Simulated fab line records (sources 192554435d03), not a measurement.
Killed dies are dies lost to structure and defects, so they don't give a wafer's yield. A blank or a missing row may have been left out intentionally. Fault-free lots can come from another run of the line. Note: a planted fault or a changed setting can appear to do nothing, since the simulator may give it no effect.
fab line records	flow n5Finfet
[record] lots = 6	wafers = 18	lastDay = 19
route steps=1938 shown BEOL_M8@1377
lots with no fault: from the same line, run without faults
startH: hours from the record's opening day to when the first of the lot's shown wafers began	waitH: time in hours since the lot's previous step	" repeats the value in the row above	L1.1+2: one row covering several wafers at once	- no value present, or no start provided	* or withheld: withheld	< > ~ a bound
route shown NAME@n: NAME is a module with steps in the file, n the number in the route of the first one	usual: mean/standard deviation taken from wafers without a fault	same: alike in all rows	chamber/n: place in a boat	sites: the reading at each site	_std_site: standard deviation of those values	_edge_site: inner sites' mean taken away from outer sites' mean	radiusMm: for every site, how far away it sits from the centre of the wafer	mask NAME#n: copy n	behind: tool/chamber where the wafer was last shaped	hold: reason for holding the lot/hours on hold/outcome of the hold	device: the n, p or np transistor that did not switch	end of line: tests of these same wafers at the route's end	where a step has no rows: the recipe by itself	killed: the dies lost at the first sort to structure and to defects; this is not the yield of the wafer	map: shows each die of a wafer: x if killed, . if not, _ if none is there
set.NAME: the run value of the setting; set.NAME@STEP: its run value at that earlier step	model.NAME: the simulator's own value behind a step, which no gauge read
lots seen at some steps along the route; tables by step, rows by wafer
services: when a tool's chamber went out of use (startH, in hours from the record's first day, below 0 if earlier), for how many hours, and the reason
[[steps]]
[step N5_BEOL_M8_TRENCH_ETCH_37]
[recipe] chemistry = C4F6/O2	targetDepthA = 934.78	target = SiCOH_lowk	timeS = 31.2	ionEnergyEv = 250	pressureMtorr = 30	sourceW = 345	biasW = 185	Ar_flow_sccm = 300	C4F6_flow_sccm = 10	O2_flow_sccm = 10
[usual] drypumpMotorCurrentA = 5.9/0.48	oes_ar_750_au = 0.79/0.067	oesProductAu = 0.79/0.074	rfVppV = 669/7.3	showerheadPlenumPTorr = 2.91/0.081	throttleValvePct = 20.92/0.23
lot.wafer	tool	chamber	startH	waitH	drypumpMotorCurrentA	oes_ar_750_au	oesProductAu	rfHoursCounterH	rfVppV	showerheadPlenumPTorr	throttleValvePct
L439.2	rieDiel-03	3	-	-	6.1	0.74	0.72	197	656	2.82	21.01
L439.5	"	1	"	"	6.7	0.72	0.70	-	671	2.93	20.64
L439.6	"	2	"	"	5.8	0.82	0.81	-	665	3.00	21.12
L440.2	rieDiel-02	1	-	-	5.0	0.83	0.83	74	661	2.76	20.83
L440.4	"	3	"	"	5.8	0.79	0.80	129	676	2.97	21.15
L440.6	"	1	"	"	5.0	0.83	0.83	-	660	2.76	20.80
L445.1	rieDiel-03	2	-	-	5.8	0.80	0.81	85	667	2.99	21.15
L445.4	"	3	"	"	6.1	0.72	0.71	211	655	2.82	21.03
L445.6	"	1	"	"	6.7	0.72	0.70	-	672	2.92	20.64
L448.1	rieDiel-03	1	-	-	6.7	0.71	0.69	233	671	2.92	20.65
L448.3	"	2	"	"	5.8	0.80	0.79	94	666	2.98	21.16
L448.4	"	3	"	"	6.1	0.72	0.71	220	656	2.81	21.05
L451.1	rieDiel-05	3	-	-	6.4	0.69	0.69	242	669	2.92	21.18
L451.3	"	1	"	"	4.9	0.81	0.81	102	661	2.76	20.81
L451.4	"	3	"	"	6.4	0.69	0.68	-	669	2.92	21.17
L453.2	rieDiel-02	0	-	-	6.2	0.68	0.68	248	680	2.93	21.08
L453.5	"	2	"	"	6.1	0.83	0.85	-	674	3.01	21.01
L453.6	"	1	"	"	5.0	0.79	0.79	-	659	2.75	20.85
[step N5_BEOL_M8_ETCH_41]
[recipe] chemistry = CH3F/O2	target = SiCN	targetDepthA = 319	taperDeg = 2	timeS = 57.8	ionEnergyEv = 120	maskMaterial = TiN	pressureMtorr = 30	sourceW = 395	biasW = 75	Ar_flow_sccm = 150	CH3F_flow_sccm = 30	O2_flow_sccm = 20
[usual] drypumpMotorCurrentA = 5.9/0.48	oesProductAu = 0.79/0.074	rfVppV = 298.3/1.5	showerheadPlenumPTorr = 2.05/0.059	throttleValvePct = 16.32/0.22
lot.wafer	tool	chamber	startH	waitH	drypumpMotorCurrentA	oesProductAu	rfHoursCounterH	rfVppV	showerheadPlenumPTorr	throttleValvePct
L439.2	rieDiel-03	3	-	-	6.1	0.73	197	298.0	1.98	16.47
L439.5	"	1	"	"	6.7	0.71	-	298.1	2.06	16.13
L439.6	"	2	"	"	5.8	0.82	-	300.0	2.11	16.47
L440.2	rieDiel-02	1	-	-	5.0	0.82	74	297.4	1.94	16.23
L440.4	"	3	"	"	5.8	0.79	129	299.2	2.09	16.50
L440.6	"	1	"	"	5.0	0.83	-	296.1	1.94	16.21
L445.1	rieDiel-03	2	-	-	5.8	0.81	85	300.4	2.11	16.49
L445.4	"	3	"	"	6.1	0.72	211	296.9	1.98	16.47
L445.6	"	1	"	"	6.7	0.70	-	297.5	2.06	16.15
L448.1	rieDiel-03	1	-	-	6.7	0.69	233	300.3	2.05	16.16
L448.3	"	2	"	"	5.8	0.80	94	301.6	2.10	16.52
L448.4	"	3	"	"	6.1	0.71	220	297.4	1.98	16.51
L451.1	rieDiel-05	3	-	-	6.4	0.67	242	297.7	2.05	16.63
L451.3	"	1	"	"	4.9	0.80	102	295.8	1.94	16.21
L451.4	"	3	"	"	6.4	0.68	-	297.5	2.05	16.62
L453.2	rieDiel-02	0	-	-	6.2	0.68	248	297.9	2.06	16.52
L453.5	"	2	"	"	6.0	0.84	-	298.1	2.12	16.36
L453.6	"	1	"	"	5.0	0.80	-	295.2	1.93	16.27
[step N5_BEOL_M8_STRIP_80]
[recipe] chemistry = N2/H2	timeS = 10	powerW = 450	tempC = 40	pressureMtorr = 20	rfFrequencyHz = 6e+07	biasPowerW = 7	n2FlowSccm = 200	h2FlowSccm = 200
[usual] biasPowerW = 6.997/0.022	drypumpMotorCurrentA = 6.0/0.48	n2FlowSccm = 199.9/0.59	oesProductAu = 0.79/0.075	rfVppV = 59.4/0.89	showerheadPlenumPTorr = 2.60/0.075	throttleValvePct = 23.7/0.31
lot.wafer	tool	chamber	startH	waitH	biasPowerW	drypumpMotorCurrentA	n2FlowSccm	oesProductAu	rfHoursCounterH	rfVppV	showerheadPlenumPTorr	throttleValvePct
L439.2	rieDiel-03	3	-	-	7.007	6.2	200.4	0.73	197	59.6	2.51	23.7
L439.5	"	1	"	"	7.010	6.7	199.1	0.71	-	59.4	2.62	23.2
L439.6	"	2	"	"	7.006	5.8	199.4	0.83	-	60.2	2.69	24.1
L440.2	rieDiel-02	1	-	-	7.000	5.0	199.2	0.83	74	59.2	2.48	23.8
L440.4	"	3	"	"	6.983	5.8	199.9	0.79	129	60.8	2.66	24.0
L440.6	"	1	"	"	6.985	5.0	199.8	0.82	-	58.2	2.48	23.8
L445.1	rieDiel-03	2	-	-	6.988	5.8	199.8	0.81	85	58.2	2.68	24.1
L445.4	"	3	"	"	6.999	6.2	200.6	0.71	211	58.6	2.51	23.7
L445.6	"	1	"	"	6.967	6.7	199.8	0.70	-	60.4	2.62	23.2
L448.1	rieDiel-03	1	-	-	7.002	6.7	200.5	0.69	233	58.6	2.61	23.2
L448.3	"	2	"	"	6.982	5.8	198.7	0.80	94	59.8	2.68	24.1
L448.4	"	3	"	"	7.029	6.1	199.5	0.72	220	60.3	2.50	23.7
L451.1	rieDiel-05	3	-	-	6.976	6.4	200.1	0.69	242	59.0	2.60	23.7
L451.3	"	1	"	"	7.010	4.9	200.3	0.81	102	58.4	2.45	23.2
L451.4	"	3	"	"	6.973	6.4	200.9	0.69	-	59.6	2.60	23.6
L453.2	rieDiel-02	0	-	-	7.002	6.2	199.7	0.67	248	57.6	2.60	23.7
L453.5	"	2	"	"	6.998	6.1	199.4	0.84	-	59.6	2.69	23.6
L453.6	"	1	"	"	6.975	5.0	200.5	0.80	-	58.7	2.47	23.8
[step N5_BEOL_M8_OCD_MEAS_38]
[usual] trenchDepthNm = 93.1/1.3
lot.wafer	tool	chamber	startH	waitH	trenchDepthNm
L439.2	ocd-01	-	286.04	-	92.0
L439.5	"	-	"	"	89.6
L439.6	"	-	"	"	92.6
L440.2	ocd-01	-	289.02	-	93.0
L440.4	"	-	"	"	94.8
L440.6	"	-	"	"	93.0
L445.1	ocd-02	-	316.86	-	92.7
L445.4	"	-	"	"	93.2
L445.6	"	-	"	"	90.6
L448.1	ocd-02	-	338.92	-	89.0
L448.3	"	-	"	"	92.9
L448.4	"	-	"	"	92.3
L451.1	ocd-02	-	346.17	-	93.8
L451.3	"	-	"	"	93.5
L451.4	"	-	"	"	93.0
L453.2	ocd-01	-	368.55	-	92.5
L453.5	"	-	"	"	94.0
L453.6	"	-	"	"	93.3
[step N5_BEOL_M8_HM_STRIP_39]
[recipe] chemistry = peroxideTinStrip	material = TiN	targetDepthA = 250	tempC = 50	timeS = 158
[step N5_BEOL_M8_SRD_40]
[recipe] timeS = 30	tempC = 23	rinseLiquid = diw	dry = ipaMarangoni
[step N5_BEOL_M8_PRECLEAN_42]
[recipe] chemistry = residueRemover	timeS = 60	tempC = 40
[step N5_BEOL_M8_SRD_43]
[recipe] timeS = 30	tempC = 23	rinseLiquid = diw	dry = ipaMarangoni
[step N5_BEOL_M8_CD_MEAS_35]
[recipe] targetCdNm = 40	polarity = opening
[usual] cdNm = 39.8/0.46
lot.wafer	tool	chamber	startH	waitH	cdNm
L439.2	cdSem-01	-	286.20	0.0	39.5
L439.5	"	-	"	"	39.3
L439.6	"	-	"	"	39.6
L440.2	cdSem-01	-	289.18	0.0	40.5
L440.4	"	-	"	"	40.2
L440.6	"	-	"	"	39.9
L445.1	cdSem-02	-	317.01	0.0	40.7
L445.4	"	-	"	"	40.0
L445.6	"	-	"	"	40.2
L448.1	cdSem-03	-	339.07	0.0	40.3
L448.3	"	-	"	"	39.8
L448.4	"	-	"	"	39.5
L451.1	cdSem-02	-	346.32	0.0	39.9
L451.3	"	-	"	"	39.3
L451.4	"	-	"	"	39.2
L453.2	cdSem-02	-	368.70	0.0	38.8
L453.5	"	-	"	"	40.2
L453.6	"	-	"	"	39.7
[step N5_BEOL_M8_CURE_75]
[recipe] tempC = 370	timeS = 120	ambient = DMADMS/He	material = SiCOH_lowk
[usual] lampPowerPct = 52.32/0.055	wafer_temp_C_max = 372.0/0.61
lot.wafer	tool	chamber	startH	waitH	lampPowerPct	wafer_temp_C_max
L439.2	uvCure-01	1	286.61	0.4	52.29	373.1
L439.5	"	1	"	"	52.32	373.2
L439.6	"	1	"	"	52.31	372.2
L440.2	uvCure-03	0	289.43	0.2	52.37	372.2
L440.4	"	0	"	"	52.32	371.7
L440.6	"	0	"	"	52.23	371.8
L445.1	uvCure-02	1	317.05	0.0	52.32	372.5
L445.4	"	1	"	"	52.36	372.2
L445.6	"	1	"	"	52.42	372.3
L448.1	uvCure-03	0	339.11	0.0	52.37	371.2
L448.3	"	0	"	"	52.35	371.7
L448.4	"	0	"	"	52.37	371.8
L451.1	uvCure-02	0	346.69	0.4	52.29	371.5
L451.3	"	0	"	"	52.38	371.3
L451.4	"	0	"	"	52.40	371.8
L453.2	uvCure-02	2	368.79	0.1	52.33	371.3
L453.5	"	2	"	"	52.40	371.8
L453.6	"	2	"	"	52.34	371.3
[step N5_BEOL_M8_DEGAS_44]
[recipe] ambient = vacuum	tempC = 250	timeS = 60
[usual] heaterPowerW = 325/17
lot.wafer	tool	chamber	startH	waitH	heaterPowerW
L439.2	pvdSputter-01	-	288.84	2.1	286
L439.5	"	-	"	"	306
L439.6	"	-	"	"	287
L440.2	pvdSputter-01	-	290.06	0.6	336
L440.4	"	-	"	"	325
L440.6	"	-	"	"	340
L445.1	pvdSputter-02	-	317.48	0.4	310
L445.4	"	-	"	"	343
L445.6	"	-	"	"	314
L448.1	pvdSputter-03	-	340.53	1.4	335
L448.3	"	-	"	"	328
L448.4	"	-	"	"	336
L451.1	pvdSputter-02	-	347.19	0.4	319
L451.3	"	-	"	"	313
L451.4	"	-	"	"	345
L453.2	pvdSputter-03	-	369.33	0.5	344
L453.5	"	-	"	"	334
L453.6	"	-	"	"	329
[step N5_BEOL_M8_PRE_CLEAN_45]
[recipe] gas = H2/He	timeS = 30	tempC = 250
[step N5_BEOL_M8_ALD_77]
[recipe] material = TaN	targetThkA = 20	tempC = 275	aldPrecursorFamily = PDMAT	aldCoReactant = NH3	pressureTorr = 3	carrierFlowSccm = 1500	pulseTimeS = 2	purgeTimeS = 3	coReactantPurgeTimeS = 2	coReactantPulseTimeS = 3	aldCycles = 40	precursorVesselTempC = 75	precursorVesselPressureTorr = 26.25	precursorVesselCarrierSccm = 1000
[usual] aldCycles = 40/0	heaterPowerOuterW = 232/40	heaterPowerW = 420/75	precursorVesselTempC = 75.01/0.12
[same] purgeTimeS = 3
lot.wafer	tool	chamber	startH	waitH	aldCycles	heaterPowerOuterW	heaterPowerW	precursorVesselTempC	model.TaN_of_BEOL_M8_ALD_77.thkNm
L439.2	aldMetal-01	2	288.94	0.0	40	230	435	75.05	2
L439.5	"	1	"	"	40	212	364	74.80	2
L439.6	"	0	"	"	40	238	445	74.95	2
L440.2	aldMetal-02	1	290.18	0.1	40	220	408	74.86	2
L440.4	"	3	"	"	40	175	324	74.83	2
L440.6	"	3	"	"	40	177	322	75.04	2
L445.1	aldMetal-01	3	317.58	0.0	40	200	349	74.96	2
L445.4	"	1	"	"	52	207	368	75.15	2.6
L445.6	"	1	"	"	52	214	371	75.12	2.6
L448.1	aldMetal-01	0	340.76	0.2	40	237	431	74.96	2
L448.3	"	1	"	"	52	210	357	74.79	2.6
L448.4	"	3	"	"	40	197	337	75.08	2
L451.1	aldMetal-04	2	347.39	0.1	40	215	375	74.84	2
L451.3	"	0	"	"	40	234	429	74.93	2
L451.4	"	3	"	"	40	265	504	74.93	2
L453.2	aldMetal-02	1	369.44	0.0	40	221	397	74.97	2
L453.5	"	0	"	"	40	206	383	75.04	2
L453.6	"	1	"	"	40	221	405	74.85	2
[step N5_BEOL_M8_SURFACE_TREAT_79]
[recipe] gas = Ar	timeS = *	ionEnergyEv = *	ionCurrentMaCm2 = 0.5	pressureMtorr = *	arFlowSccm = 30
[[services]]
tool	chamber	startH	hours	kind
rieDiel-05	1	276.26	3.2	repair
pvdSputter-01	-	283.92	0.7	repair
uvCure-02	-	291.28	1.2	repair
aldMetal-04	0	293.29	1.6	repair
rieDiel-05	-	322.76	14.6	pm
uvCure-03	-	331.52	1.0	pm
aldMetal-04	-	335.82	6.0	pm
rieDiel-05	0	341.64	21.4	repair
aldMetal-02	-	341.92	8.7	pm
uvCure-03	-	345.35	7.5	pm
uvCure-03	-	357.68	14.6	pm
pvdSputter-02	-	359.51	2.0	repair
rieDiel-05	3	363.02	-	clean
rieDiel-05	3	363.02	-	consumableReplace:focusRing
rieDiel-05	3	363.02	17.6	scheduledDown
rieDiel-05	3	363.02	17.6	ventCycle
rieDiel-05	1	364.89	25.3	repair
[[key]]
[firstSign] step = N5_BEOL_M8_ALD_77	reading = aldCycles	direction = up	sigmas = 99+	usual = *	struck = *
effect none on later readings
[modelEffect] step = N5_BEOL_M8_ALD_77	value = TaN_of_BEOL_M8_ALD_77.thkNm	without = 2	struck = 2.6
metAt N5_BEOL_M8_ALD_77
struckWafers L445.4,L445.6,L448.3
onsetBetween 288.94 317.58
[fault] kind = processParameterDrift	tool = aldMetal-01	chamber = 1	onsetH = 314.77	steps = N5_BEOL_M8_ALD_77	channel = aldCycles	offset = *	shape = step	actsIn = *	stated = *
